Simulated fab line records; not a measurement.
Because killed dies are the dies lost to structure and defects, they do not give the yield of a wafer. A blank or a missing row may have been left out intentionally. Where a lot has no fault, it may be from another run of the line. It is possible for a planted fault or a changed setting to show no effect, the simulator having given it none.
Which of the tools did it?	flow n5 finfet	at 1 step of a route of 1938, 10 lots with 27 wafers sampled

WHAT THE GAUGES READ, wafer by wafer
N5_BEOL_M2_THK_MEAS_53: measures by xrf.
lot	measured	on	M2_THK (nm)
L417	day 7 07:02	film metro-01	42.0 41.0 39.2
L418	day 7 15:50	film metro-01	39.1 42.4 37.9
L419	day 7 16:53	film metro-01	39.4 37.8 37.7
L423	day 8 22:10	film metro-02	40.9 41.1 39.1
L435	day 12 11:11	film metro-01	39.9 38.5 38.9
L432	day 12 13:09	film metro-02	40.5 42.1
L436	day 12 15:02	film metro-02	41.2 41.8 42.0
L433	day 12 16:55	film metro-02	39.2 44.1 40.4
L437	day 12 18:34	film metro-01	41.8 41.7
L438	day 13 12:50	film metro-02	42.7 38.5

TOOL THAT RAN EACH LOT (tool first, then ch and the chambers of the sampled wafers, then the start)
Before these readings, the record contains no process step.

THE ANSWER, worked out from the rows above alone
Rule: usual is defined by the lots themselves. The widest of any qualifying gaps counts: lots, ordered by their means at a reading, are off when they make up no more than a third of the lots, leave a main group of 4 or more, and stand apart from it by 3 or more times the standard deviation of that group's means. A main group is skipped when, at the precision printed for the reading in the tables above, its means are all equal. A lot without any number at a reading at which 4 lots or more have one is off too. Where the step has rows for the other lots, those lots are counted as sound.
Across all readings shown, no lot is off: no conclusion can be drawn from this.

WHAT THE SIMULATOR HAD PUT IN
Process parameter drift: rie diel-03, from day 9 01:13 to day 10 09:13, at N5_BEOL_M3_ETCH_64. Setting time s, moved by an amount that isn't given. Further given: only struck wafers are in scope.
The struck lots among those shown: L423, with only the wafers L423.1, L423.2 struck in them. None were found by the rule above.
